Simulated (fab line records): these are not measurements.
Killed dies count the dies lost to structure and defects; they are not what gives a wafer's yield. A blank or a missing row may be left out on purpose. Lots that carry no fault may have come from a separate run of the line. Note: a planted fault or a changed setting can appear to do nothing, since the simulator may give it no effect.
fab line records	flow nand-harc
record: lots: 12	wafers: 36	last-day: 33
route steps=1302 shown A_BONDPAD@1227 THIN_TSV@1259 END@1302
lots untouched by any fault: they come from a run of this same line in which no faults occurred
start-h: hours from the record's first day to the start of the lot's first wafer shown	wait-h: time in hours since the lot's previous step	" identical to the entry in the row above	L1.1+2: one row covering several wafers at once	- no value, or no start was given	* or withheld: withheld	< > ~ a bound
route shown NAME@n: a module of which the file shows steps, and the number in the route of the first	usual: mean/standard deviation taken from wafers without a fault	same: alike in all rows	chamber/n: place in a boat	sites: each site's reading	_std_site: how widely they spread, as a standard deviation	_edge_site: the outer-site mean with the inner-site mean subtracted	radius-mm: how far each site lies from the wafer's centre	mask NAME#n: copy n	behind: the tool/chamber that last shaped the wafer	hold: reason for holding the lot/hours on hold/outcome of the hold	device: which transistor (n, p or np) failed to switch	end of line: tests of these same wafers at the route's end	a step with no rows: only its recipe	killed: the dies lost at the first sort to structure and to defects; this is not the yield of the wafer	map: a wafer's dies, marking killed ones x, the rest . and places with no die _
set.NAME: the setting as run; set.NAME@STEP: as run at that earlier step	model.NAME: the simulator's own value behind a step, which no gauge read
one table for each step of the route and one row for each wafer, over a sample of lots
services: the hour from which a tool's chamber was out of use, counted from the record's first day as start-h (under 0 if before that day), plus the number of hours and why
== steps ==
step: NHARC_A_BONDPAD_PVD_17
recipe: target-thk-a: 50	bias-v: 168.6	power-w: 15000	chamber-pressure-pa: 0.12	time-s: 8.06	substrate-temp-c: 50	material: TaN
usual: substrate-temp-c: 50.00/0.12	throttle-valve-pct: 29.8/1
lot.wafer	tool	chamber	start-h	wait-h	substrate-temp-c	throttle-valve-pct
L571.1	pvd-sputter-03	-	-	-	50.11	28.7
L571.2	"	-	"	"	49.82	29.8
L571.5	"	-	"	"	49.82	28.9
L573.1	pvd-sputter-03	-	-	-	49.87	29.8
L573.2	"	-	"	"	50.18	29.7
L573.6	"	-	"	"	50.01	27.8
L576.4	pvd-sputter-03	-	-	-	49.93	27.8
L576.2	"	-	"	"	49.80	30.0
L576.5	"	-	"	"	49.75	28.7
L575.3	pvd-sputter-03	-	-	-	50.02	27.9
L575.4	"	-	"	"	49.99	29.0
L575.2	"	-	"	"	50.02	30.0
L577.4	pvd-sputter-02	-	-	-	49.73	29.8
L577.3	"	-	"	"	50.03	31.1
L577.6	"	-	"	"	50.02	30.5
L582.2	pvd-sputter-01	-	-	-	50.15	29.2
L582.3	"	-	"	"	49.89	30.3
L582.1	"	-	"	"	49.83	30.0
L585.4	pvd-sputter-02	-	-	-	50.06	29.8
L585.1	"	-	"	"	50.18	31.8
L585.6	"	-	"	"	50.20	31.1
L583.4	pvd-sputter-03	-	-	-	49.86	27.8
L583.3	"	-	"	"	50.00	29.9
L583.6	"	-	"	"	49.88	29.6
L589.3	pvd-sputter-01	-	-	-	49.87	30.3
L589.2	"	-	"	"	49.88	30.0
L589.6	"	-	"	"	49.86	30.8
L590.4	pvd-sputter-01	-	-	-	49.98	30.2
L590.3	"	-	"	"	50.01	31.0
L590.6	"	-	"	"	49.89	30.4
L591.3	pvd-sputter-03	-	-	-	50.16	29.7
L591.2	"	-	"	"	50.05	29.3
L591.6	"	-	"	"	50.14	29.7
L593.3	pvd-sputter-02	-	-	-	50.03	30.1
L593.1	"	-	"	"	50.00	29.7
L593.6	"	-	"	"	50.14	31.8
step: NHARC_A_BONDPAD_THK_MEAS_20
recipe: thk-meas-gauge: xrf
usual: thk-nm: 169.4/1.7
lot.wafer	tool	chamber	start-h	wait-h	thk-nm
L571.1	film-metro-02	-	540.20	-	167.4
L571.2	"	-	"	"	169.7
L571.5	"	-	"	"	166.9
L573.1	film-metro-02	-	570.70	-	168.3
L573.2	"	-	"	"	167.9
L573.6	"	-	"	"	168.2
L576.2	film-metro-01	-	587.71	-	172.0
L576.4	"	-	"	"	167.5
L576.5	"	-	"	"	171.6
L575.2	film-metro-02	-	596.01	-	168.0
L575.3	"	-	"	"	168.9
L575.4	"	-	"	"	167.5
L577.3	film-metro-02	-	599.88	-	171.9
L577.4	"	-	"	"	173.8
L577.6	"	-	"	"	168.2
L582.1	film-metro-01	-	637.86	-	170.6
L582.2	"	-	"	"	169.2
L582.3	"	-	"	"	166.6
L585.1	film-metro-01	-	671.66	-	169.3
L585.4	"	-	"	"	168.5
L585.6	"	-	"	"	168.3
L583.3	film-metro-01	-	677.92	-	171.1
L583.4	"	-	"	"	172.5
L583.6	"	-	"	"	174.5
L589.2	film-metro-01	-	725.74	-	169.8
L589.3	"	-	"	"	171.1
L589.6	"	-	"	"	171.1
L590.3	film-metro-02	-	734.56	-	168.8
L590.4	"	-	"	"	166.3
L590.6	"	-	"	"	167.7
L591.2	film-metro-02	-	742.81	-	167.4
L591.3	"	-	"	"	169.7
L591.6	"	-	"	"	166.8
L593.1	film-metro-02	-	761.00	-	167.8
L593.3	"	-	"	"	169.5
L593.6	"	-	"	"	170.8
step: NHARC_THIN_TSV_CD_MEAS_12
recipe: target-cd-nm: 1000	landing-energy-ev: 500
usual: cd-nm: 1002/3.3
same: landing-energy-ev: 500
lot.wafer	tool	chamber	start-h	wait-h	cd-nm
L571.1	cd-sem-03	0	552.95	-	1004
L571.2	"	0	"	"	1002
L571.5	"	0	"	"	1004
L573.1	cd-sem-03	0	583.72	-	1004
L573.2	"	0	"	"	1006
L573.6	"	0	"	"	1002
L576.2	cd-sem-01	0	601.39	-	1002
L576.4	"	0	"	"	999
L576.5	"	0	"	"	999
L575.2	cd-sem-01	0	608.33	-	1003
L575.3	"	0	"	"	1006
L575.4	"	0	"	"	1007
L577.3	cd-sem-02	0	613.21	-	997
L577.4	"	0	"	"	999
L577.6	"	0	"	"	999
L582.1	cd-sem-02	0	651.81	-	1004
L582.2	"	0	"	"	1007
L582.3	"	0	"	"	1009
L585.1	cd-sem-03	0	682.90	-	1006
L585.4	"	0	"	"	1004
L585.6	"	0	"	"	1004
L583.3	cd-sem-03	0	690.21	-	1002
L583.4	"	0	"	"	1007
L583.6	"	0	"	"	1006
L589.2	cd-sem-03	0	746.58	-	1004
L589.3	"	0	"	"	1001
L589.6	"	0	"	"	1000
L590.3	cd-sem-01	0	748.98	-	1000
L590.4	"	0	"	"	997
L590.6	"	0	"	"	999
L591.2	cd-sem-01	0	755.76	-	1001
L591.3	"	0	"	"	998
L591.6	"	0	"	"	998
L593.1	cd-sem-03	0	774.55	-	1001
L593.3	"	0	"	"	1003
L593.6	"	0	"	"	998
step: NHARC_THIN_TSV_ETCH_59
recipe: target-depth-a: 8800	icp-w: 900	bias-w: 100	Cl2_flow_sccm: 60	bcl3-flow-sccm: 30	time-s: 138.1	chemistry: Cl2/BCl3
usual: bias-w: 100.0/0.3	drypump-motor-current-A: 5.7/0.5	he-backside-leak-sccm: 3.4/0.3	oes-product-au: 0.993/0.015	throttle-valve-pct: 22.265/0.0094
lot.wafer	tool	chamber	start-h	wait-h	bias-w	drypump-motor-current-A	he-backside-leak-sccm	oes-product-au	rf-hours-counter-h	throttle-valve-pct
L571.2	rie-metal-01	1	559.27	0.1	99.7	5.6	3.4	0.989	2.9	22.259
L571.1	"	0	"	"	99.4	5.7	3.4	0.981	2.9	22.262
L571.5	"	0	"	"	99.2	5.7	3.5	0.990	-	22.258
L573.2	rie-metal-02	0	589.95	0.1	99.9	6.6	3.4	0.996	2.3	22.278
L573.1	"	1	"	"	100.0	5.7	3.4	0.993	2.2	22.273
L573.6	"	0	"	"	100.1	6.6	3.4	1.003	-	22.260
L576.2	rie-metal-01	1	607.64	0.1	99.8	5.7	3.5	0.991	0.3	22.265
L576.4	"	1	"	"	100.0	5.6	3.5	0.987	-	22.268
L576.5	"	0	"	"	99.5	5.7	3.4	0.958	-	22.272
L575.2	rie-metal-03	1	614.69	0.1	99.9	5.1	3.1	0.994	1.3	22.259
L575.4	"	1	"	"	99.8	5.1	3.1	0.994	-	22.282
L575.3	"	0	"	"	100.1	5.1	3.1	1.031	-	22.265
L577.4	rie-metal-03	0	619.36	0.1	99.9	5.1	3.1	1.001	-	22.248
L577.3	"	1	"	"	99.9	5.2	3.1	0.988	-	22.257
L577.6	"	0	"	"	99.7	5.1	3.2	1.014	-	22.258
L582.1	rie-metal-03	1	658.02	0.1	99.9	5.1	3.2	0.999	2.0	22.269
L582.2	"	0	"	"	100.2	5.1	3.0	1.012	2.0	22.270
L582.3	"	0	"	"	100.4	5.1	3.2	1.012	-	22.282
L585.1	rie-metal-01	1	689.13	0.1	99.8	5.6	3.8	0.988	1.5	22.274
L585.4	"	1	"	"	100.0	5.7	3.8	0.993	-	22.269
L585.6	"	1	"	"	99.8	5.6	3.8	0.988	-	22.258
L583.3	rie-metal-02	1	696.45	0.2	99.9	5.7	3.5	0.990	-	22.274
L583.4	"	0	"	"	99.8	6.6	3.3	1.000	-	22.255
L583.6	"	1	"	"	100.1	5.7	3.3	0.996	-	22.270
L589.2	rie-metal-02	1	753.32	0.1	100.3	5.7	3.5	0.988	1.8	22.275
L589.3	"	0	"	"	99.8	6.6	3.3	0.993	-	22.268
L589.6	"	0	"	"	100.1	6.6	3.3	0.997	-	22.255
L590.4	rie-metal-03	1	755.54	0.2	99.8	5.1	3.2	1.001	-	22.267
L590.3	"	0	"	"	99.9	5.1	3.2	1.006	-	22.264
L590.6	"	0	"	"	100.0	5.1	3.2	0.999	-	22.261
L591.2	rie-metal-01	0	762.67	0.1	100.8	5.7	3.7	1.165	0.0	22.256
L591.3	"	0	"	"	100.5	5.7	3.7	1.154	-	22.253
L591.6	"	0	"	"	100.3	5.7	3.6	1.171	-	22.268
L593.1	rie-metal-02	0	780.82	0.1	100.0	6.6	3.1	0.995	2.7	22.275
L593.3	"	1	"	"	99.7	5.7	3.5	0.977	-	22.269
L593.6	"	0	"	"	99.7	6.6	3.2	0.989	-	22.279
step: NHARC_THIN_TSV_CD_MEAS_37
usual: cd-nm: 5003/4.2
lot.wafer	tool	chamber	start-h	wait-h	cd-nm
L571.1	cd-sem-01	-	560.42	-	5006
L571.2	"	-	"	"	5000
L571.5	"	-	"	"	5004
L573.1	cd-sem-02	-	591.10	-	5003
L573.2	"	-	"	"	5006
L573.6	"	-	"	"	5005
L576.2	cd-sem-02	-	608.76	-	5003
L576.4	"	-	"	"	5001
L576.5	"	-	"	"	4996
L575.2	cd-sem-01	-	615.84	-	5001
L575.3	"	-	"	"	5006
L575.4	"	-	"	"	5009
L577.3	cd-sem-03	-	620.45	-	4997
L577.4	"	-	"	"	4996
L577.6	"	-	"	"	4999
L582.1	cd-sem-02	-	659.17	-	5001
L582.2	"	-	"	"	5010
L582.3	"	-	"	"	5011
L585.1	cd-sem-01	-	690.25	-	5005
L585.4	"	-	"	"	5003
L585.6	"	-	"	"	5003
L583.3	cd-sem-02	-	697.54	-	5001
L583.4	"	-	"	"	5006
L583.6	"	-	"	"	5010
L589.2	cd-sem-02	-	754.47	-	5005
L589.3	"	-	"	"	5006
L589.6	"	-	"	"	5002
L590.3	cd-sem-02	-	756.69	-	5002
L590.4	"	-	"	"	5002
L590.6	"	-	"	"	4995
L591.2	cd-sem-02	-	763.79	-	4989
L591.3	"	-	"	"	4993
L591.6	"	-	"	"	4989
L593.1	cd-sem-03	-	781.97	-	5004
L593.3	"	-	"	"	5004
L593.6	"	-	"	"	4998
step: NHARC_END_SORT_01
recipe: temp-c: 25
usual: killed-at-array: 52/17	killed-at-other: 1.2/1.4	killed-at-periphery: 4.7/2.9	killed-dies: 58/17	killed-open: 3.2/1.9	killed-short: 2.4/1.4
same: gross-dies: 677
lot.wafer	tool	chamber	start-h	wait-h	killed-at-array	killed-at-other	killed-at-periphery	killed-dies	killed-open	killed-short
L591.2	prober-02	0	773.68	2.8	138	0	2	140	1	1
L591.3	prober-02	0	774.48	3.1	107	2	8	117	6	3
L591.6	prober-02	0	776.88	4.0	112	3	2	117	1	1
killed by level:class
L591.2 A_CONTACT:unspecified=95 A_CHANNEL_HOLE_D1:chamber-film-flake=18 A_SLIT:chamber-film-flake=13 A_STAIRCASE:chamber-film-flake=4 A_M1:chamber-film-flake=4 A_DECK1_JOINT:chamber-film-flake=2 A_DECK1_JOINT:geometric-particle:short=1 A_WL_FILL:geometric-particle:open=1
L591.3 A_CONTACT:unspecified=83 A_CHANNEL_HOLE_D1:chamber-film-flake=10 A_STAIRCASE:chamber-film-flake=4 A_SLIT:chamber-film-flake=4 P_CONTACT:geometric-particle:open=2 P_M2:chamber-film-flake=2 THIN_TSV:chamber-film-flake=2 P_CONTACT:geometric-particle:short=1
L591.6 A_CONTACT:unspecified=89 A_CHANNEL_HOLE_D1:chamber-film-flake=12 A_SLIT:chamber-film-flake=4 A_M1:chamber-film-flake=3 A_STAIRCASE:chamber-film-flake=2 THIN_TSV:chamber-film-flake=2 P_STI:geometric-particle:short=1 A_M0:geometric-particle:open=1
== services ==
tool	chamber	start-h	hours	kind
rie-metal-03	1	516.29	5.0	repair
rie-metal-03	-	519.00	9.0	pm
rie-metal-03	0	519.00	9.0	vent-cycle
pvd-sputter-03	-	524.13	2.9	repair
pvd-sputter-03	-	527.05	10.0	pm
rie-metal-03	0	528.00	-	clean
rie-metal-03	1	528.00	-	clean
pvd-sputter-02	-	538.09	5.6	repair
pvd-sputter-01	-	559.20	3.8	repair
rie-metal-02	-	559.37	0.7	repair
rie-metal-01	-	575.00	9.0	pm
rie-metal-01	0	575.00	9.0	vent-cycle
pvd-sputter-01	-	590.41	10.0	pm
pvd-sputter-01	-	619.70	1.6	repair
rie-metal-02	-	631.00	9.0	pm
pvd-sputter-02	-	656.25	10.0	pm
pvd-sputter-03	-	689.77	6.9	repair
rie-metal-03	-	696.00	9.0	pm
pvd-sputter-03	-	705.10	10.0	pm
rie-metal-01	1	715.91	5.6	repair
pvd-sputter-02	-	718.56	2.4	repair
rie-metal-01	-	752.00	9.0	pm
pvd-sputter-01	-	768.41	10.0	pm
rie-metal-02	1	771.96	3.1	repair
== key ==
first-sign: step: NHARC_THIN_TSV_ETCH_59	reading: oes-product-au	direction: up	sigmas: 12	usual: 0.993	struck: 1.163
effect: step: NHARC_THIN_TSV_CD_MEAS_37	reading: cd-nm	direction: down	sigmas: 3	usual: 5003	struck: 4990
effect: step: NHARC_END_SORT_01	reading: killed-at-array	direction: up	sigmas: 4	usual: 52	struck: 119
met-at NHARC_THIN_TSV_ETCH_59
struck-lots L591
tester-left-out L591
not-acting-at NHARC_A_BONDPAD_PVD_17,NHARC_A_BONDPAD_THK_MEAS_20,NHARC_THIN_TSV_CD_MEAS_12
onset-between 689.13 762.67
earlier-fault: kind: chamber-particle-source	tool: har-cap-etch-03	chamber: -	onset-h: 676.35	steps: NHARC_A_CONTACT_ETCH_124	rate-per-visit-cm2: 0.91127
fault: kind: process-parameter-drift	tool: rie-metal-01	chamber: -	onset-h: 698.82	steps: NHARC_THIN_TSV_ETCH_59	channel: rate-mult	offset: 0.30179	shape: step
tester-left-out: of these lots the tester's yield and bins aren't shown, on N5 and GAA mostly nor the transistor test; their killed dies are dies lost to structure and defects alone, not to doping, threshold or leakage, so they don't give the yield
